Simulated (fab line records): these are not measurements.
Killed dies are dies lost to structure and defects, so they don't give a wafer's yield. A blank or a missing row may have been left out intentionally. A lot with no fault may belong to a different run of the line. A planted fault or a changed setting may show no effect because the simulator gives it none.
Problem report in the 8D (eight disciplines) form, filled by code    flow n5_finfet    the parts of the form that need people (team, actions taken, sign-off) are left out

1. PROBLEM STATEMENT
Mean M11_THK at N5_BEOL_M11_THK_MEAS_53: 108 nm over 4 wafers in 2 lots; fault-free wafers: 138 nm, standard deviation 3.9. That is -7.7 standard deviations from the usual mean.
The step: measures by xrf.
First seen on wafer L990.1, day 14 23:39, on film_metro-02. The record holds 20 wafers of 7 lots with a number at this step. Rule for "out" (also "out of limits"): further than 4 standard deviations from the usual mean. Any other wafer with a number is counted as sound.

2. WHAT IT IS, AND WHAT IT ISN'T
question                     is                              is not
which readings at this step  M11_THK                         -
which lots                   L990, L991                      L977, L981, L992, L996, L997
which wafers of those lots   L990.1, L991.1, L991.2, L991.3  L990.4, L990.6
read on which gauges         film_metro-02                   film_metro-01
when                         from day 14 23:39               up to then (8 sound wafers); but 8 sound wafers of L992, L996, L997 came after

3. WHAT RULES OUT EACH SUSPECT
Counting: if a tool at a process step up to the reading ran every lot that is out, it stays a suspect. Sound lots after the first of them don't rule it out here, since some wafers of a struck lot are sound.
- the gauge at N5_BEOL_M11_THK_MEAS_53 has been ruled out. All the wafers that are out were read on film_metro-02, but those of them that N5_BEOL_M11_CMP_52 has rows for are out there too, on other tools.
- rie_diel-03 at N5_BEOL_M11_STRIP_67 (strips in CF4): kept. Ran every lot that is out, first one L990 (day 14 17:38); last sound lot up to then L977 (day 11 13:41).
- ecd_cu-01 at N5_BEOL_M11_ECD_50 (material Cu, target thk 318 nm): kept. Ran every lot that is out, first one L990 (day 14 22:57); last sound lot up to then L981 (day 12 18:16).
- cmp-03 at N5_BEOL_M11_CMP_52 (polishes, stops on SiCOH lowk, t overpolish 7 s, target thk 140 nm): kept. Ran every lot that is out, first one L990 (day 14 23:21); last sound lot up to then L977 (day 11 17:54). On those wafers its own readings are out: time_to_endpoint_s.
The count leaves rie_diel-03 at N5_BEOL_M11_STRIP_67, ecd_cu-01 at N5_BEOL_M11_ECD_50, and cmp-03 at N5_BEOL_M11_CMP_52.

4. THE CAUSE (what the simulator had put in)
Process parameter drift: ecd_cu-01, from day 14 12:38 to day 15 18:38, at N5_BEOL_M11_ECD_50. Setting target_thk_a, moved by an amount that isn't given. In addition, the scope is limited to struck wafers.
Counting leaves 3 suspects; this tool is one of them.

5. THE EFFECT CHAIN, in route order
Each row: a reading where the mean over the struck wafers with a number is more than 3 standard deviations away from the usual. Readings are gone through only where the record gives a usual standard deviation; hours: the median, over the lots, of the time from a lot's start at the first step in this table giving one to that lot's start at this step; sigmas: the change measured in usual standard deviations.
hours  step                     reading             usual         on struck wafers  change  sigmas
0      N5_BEOL_M11_CMP_52       time_to_endpoint_s  65 s          21                -44     -9.5
0      N5_BEOL_M11_THK_MEAS_53  M11_THK             138 nm        108               -30     -7.7
0      N5_BEOL_M11_RS_MEAS_57   M11_RS              0.153 ohm/sq  0.202             +0.049  +11
24     N5_BEOL_M15_RC_MEAS_101  SERP_M11            3.11 ohm/um   4.01              +0.90   +9.0
24     N5_BEOL_M15_RC_MEAS_101  SERP_M11_max_site   3.21 ohm/um   4.14              +0.93   +8.4
It contains these process steps:
- N5_BEOL_M11_CMP_52: polishes, stops on SiCOH lowk, t overpolish 7 s, target thk 140 nm.

6. WHAT WOULD HAVE CAUGHT IT SOONER
Counted from the fault's start at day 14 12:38, it took 11 hours until the first out-of-limits reading at a measuring or inspecting step in this record, taken at day 14 23:39.
By day 14 23:39, every lot that is out (2) had started N5_BEOL_M11_ECD_50 on ecd_cu-01. Had the tool been put on hold then, not one of them would have been saved.
